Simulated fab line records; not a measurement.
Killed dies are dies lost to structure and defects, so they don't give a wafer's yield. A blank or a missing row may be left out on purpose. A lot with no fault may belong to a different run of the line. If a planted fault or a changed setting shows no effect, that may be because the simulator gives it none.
Check for tools in common	flow nand_harc	13 lots and 45 wafers in the sample

REASON IT WAS OPENED
On 2 of the 13 lots, a flag is raised at NHARC_A_ONON_D1_THK_MEAS_05 on the reading thk_nm. Fault-free wafers read 1003 nm, with a standard deviation of 11.
Rule: a lot is flagged in two cases, either no wafer of it has a number, or all its wafers with numbers fall more than 4 standard deviations from that mean. All remaining lots are regarded as sound.

lot	measured	on	thk_nm (nm), wafer by wafer	flag
L310	day 7 19:34	film_metro-02	1017 1016 1017	
L309	day 7 19:51	film_metro-02	1003 1002 1002	
L312	day 8 23:46	film_metro-02	1012 1012 1014	
L311	day 8 23:47	film_metro-01	1001 1001 1001	
L313	day 9 13:14	film_metro-02	1000 1000 1001	
L314	day 9 20:56	film_metro-02	1006 1006 1005	
L315	day 10 04:27	film_metro-01	1588 1588 1587 1589 1589 1590	FLAGGED
L319	day 11 22:08	film_metro-02	1561 1560 1559 1560 1559 1560	FLAGGED
L324	day 14 06:41	film_metro-01	988 989 989	
L326	day 14 20:15	film_metro-02	987 987 985	
L328	day 15 15:34	film_metro-01	982 981 983	
L329	day 15 23:11	film_metro-01	989 987 986	
L330	day 16 21:06	film_metro-01	1006 1006 1004	
Average over the flagged lots: 1574 nm; offset from the usual +571 nm, equal to +52 standard deviations.

LOT BY LOT: THE TOOL USED
2 process steps preceding the reading are held in the record, out of 1302 steps in the route. In each cell: the tool, then ch and the chambers that the sampled wafers went through, then the start.
lot	flag	NHARC_A_ZERO_WELL_RTA_16	NHARC_A_ONON_D1_DEP_03
L310		rtp_anneal-01 ch 0, day 6 23:47	pecvd_onon-01 ch 0, day 7 19:04
L309		rtp_anneal-01 ch 0, day 6 22:33	pecvd_onon-04 ch 0, day 7 19:20
L312		rtp_anneal-02 ch 0, day 8 00:49	pecvd_onon-03 ch 0, day 8 23:15
L311		rtp_anneal-01 ch 0, day 8 02:52	pecvd_onon-04 ch 0, day 8 23:16
L313		rtp_anneal-02 ch 0, day 8 14:32	pecvd_onon-04 ch 0, day 9 12:47
L314		rtp_anneal-01 ch 0, day 8 23:25	pecvd_onon-03 ch 0, day 9 20:32
L315	FLAGGED	rtp_anneal-02 ch 0, day 9 04:47	pecvd_onon-03 ch 0, day 10 03:56
L319	FLAGGED	rtp_anneal-01 ch 0, day 11 00:58	pecvd_onon-03 ch 0, day 11 21:45
L324		rtp_anneal-01 ch 0, day 13 07:19	pecvd_onon-03 ch 0, day 14 06:20
L326		rtp_anneal-02 ch 0, day 13 23:29	pecvd_onon-03 ch 0, day 14 19:48
L328		rtp_anneal-02 ch 0, day 14 17:49	pecvd_onon-03 ch 0, day 15 15:03
L329		rtp_anneal-01 ch 0, day 14 23:43	pecvd_onon-03 ch 0, day 15 22:44
L330		rtp_anneal-02 ch 0, day 15 22:53	pecvd_onon-03 ch 0, day 16 20:42
What these steps do:
- NHARC_A_ZERO_WELL_RTA_16: time 10 s.
- NHARC_A_ONON_D1_DEP_03: target thk 1000 nm.
- NHARC_A_ONON_D1_THK_MEAS_05: measures by ellipsometry.

FLAGGED AGAINST TOTAL, ONE TOOL AT A TIME (gauges that did the reading follow at the end)
step	tool	lots run	flagged	share of the flagged lots	sound lots run after its first flagged lot
NHARC_A_ZERO_WELL_RTA_16	rtp_anneal-01	7	1	some	2 (L324,L329)
NHARC_A_ZERO_WELL_RTA_16	rtp_anneal-02	6	1	some	3 (L326,L328,L330)
NHARC_A_ONON_D1_DEP_03	pecvd_onon-01	1	0	none	-
NHARC_A_ONON_D1_DEP_03	pecvd_onon-03	9	2	all	5 (L324,L326,L328,L329,L330)
NHARC_A_ONON_D1_DEP_03	pecvd_onon-04	3	0	none	-
NHARC_A_ONON_D1_THK_MEAS_05	film_metro-01	6	1	some	4 (L324,L328,L329,L330)
NHARC_A_ONON_D1_THK_MEAS_05	film_metro-02	7	1	some	1 (L326)

WHAT THE TABLE PERMITS
All flagged lots share 1 row of the table, namely pecvd_onon-03 at NHARC_A_ONON_D1_DEP_03.
- pecvd_onon-03 at NHARC_A_ONON_D1_DEP_03 ran 9 lots, 2 of them flagged. Lots that were sound ran on it after the first flagged one (L324, L326, L328, L329, L330); a persistent fault on the entire tool would not allow that.
Every row of the table either missed a flagged lot or ran a sound lot after the first.

WHAT THE SIMULATOR HAD INSERTED
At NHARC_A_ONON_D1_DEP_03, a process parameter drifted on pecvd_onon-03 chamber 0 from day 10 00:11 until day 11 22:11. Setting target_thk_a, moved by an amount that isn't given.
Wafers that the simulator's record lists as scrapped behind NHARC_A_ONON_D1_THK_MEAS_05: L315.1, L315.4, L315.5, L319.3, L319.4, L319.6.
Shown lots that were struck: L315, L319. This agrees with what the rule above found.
